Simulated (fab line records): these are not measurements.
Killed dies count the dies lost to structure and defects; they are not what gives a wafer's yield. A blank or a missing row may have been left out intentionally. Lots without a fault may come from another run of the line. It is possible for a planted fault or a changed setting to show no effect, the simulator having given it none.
Which of the tools did it? ; flow nand-harc ; 22 lots (66 wafers sampled), 1 step of a 1159-step route

## WHAT EACH GAUGE READ, for each wafer
NHARC_A_SLIT_OVL_MEAS_10. Usual: overlay-x-nm 0.0 nm, standard deviation 0.65; overlay-y-nm 0.1 nm, standard deviation 0.91.
lot;measured;on;overlay-x-nm (nm);overlay-y-nm (nm);flag
L074;day 14 03:49;overlay-02;0.4 0.2 0.7;0.8 0.4 0.5;
L075;day 14 03:52;overlay-02;0.2 0.4 -0.1;0.0 0.1 0.3;
L077;day 14 14:56;overlay-02;0.0 -0.4 -0.3;-1.5 -1.1 -1.5;
L076;day 14 15:38;overlay-01;0.0 -0.4 -0.3;-0.2 0.3 -0.7;
L079;day 15 07:02;overlay-01;0.9 1.3 0.7;2.8 2.7 1.9;
L078;day 15 07:28;overlay-01;0.8 0.3 0.6;-1.3 -1.3 -0.6;
L081;day 16 07:28;overlay-02;-1.0 -0.2 -1.0;-1.0 -1.3 -0.9;
L080;day 16 08:26;overlay-01;0.5 0.3 0.7;-0.1 0.5 -0.5;
L082;day 16 21:55;overlay-01;-1.0 -1.2 -1.4;-0.1 0.1 0.2;
L084;day 16 22:05;overlay-02;0.7 1.2 0.4;1.9 1.8 1.7;
L085;day 16 22:19;overlay-01;-1.5 -0.6 -0.6;0.9 0.0 0.1;
L083;day 16 23:59;overlay-02;0.3 -0.3 0.1;0.4 -0.1 -0.2;
L087;day 17 11:58;overlay-02;0.6 -0.2 0.3;-0.4 0.1 -0.3;
L089;day 17 22:24;overlay-01;0.0 -0.4 0.2;0.0 0.1 -0.3;
L086;day 17 22:37;overlay-02;-1.8 -1.4 -0.7;0.5 0.1 1.0;
L088;day 17 23:12;overlay-02;0.0 -0.6 -0.8;1.0 1.1 0.9;
L091;day 18 08:50;overlay-01;0.5 0.2 0.8;-0.8 -0.6 -0.8;
L092;day 18 10:04;overlay-01;-0.1 -0.6 -0.5;0.1 0.1 0.1;
L093;day 19 03:26;overlay-01;-0.5 -0.2 -0.9;1.2 1.2 0.9;
L094;day 19 04:03;overlay-02;-0.2 -0.3 -0.2;-0.5 -0.7 -0.4;
L096;day 19 12:30;overlay-02;0.1 -0.3 -0.3;-1.1 -0.8 -1.0;
L097;day 20 11:05;overlay-02;0.1 0.2 0.0;1.0 0.9 0.8;

## EACH LOT AND THE TOOL THAT RAN IT (in order: tool; ch and the chambers of the sampled wafers; start)
No process step before these readings appears in the record.

## WHAT THE TOOLS THEMSELVES READ (means of the sampled wafers that have a number; where no wafer has one, the mark that the record gives instead)
The record holds no such reading with a usual standard deviation.

## THE ANSWER, worked out from the rows above alone
Rule: lot off if the mean of its wafers having a number is beyond 3 standard deviations from the usual mean. Also off: a lot with no number at a reading for which 4 or more lots have one. Any other lot the step has rows for is counted as sound. The gauges are gone through in route order, then the tools' own readings, and for those a lot's mean is taken as printed above. The first step at which some lot is off is used, and at that step the reading that is off furthest; a lot without a number counts as furthest.
Across all readings shown, no lot is off: no conclusion can be drawn from this.

## WHAT THE SIMULATOR PUT IN
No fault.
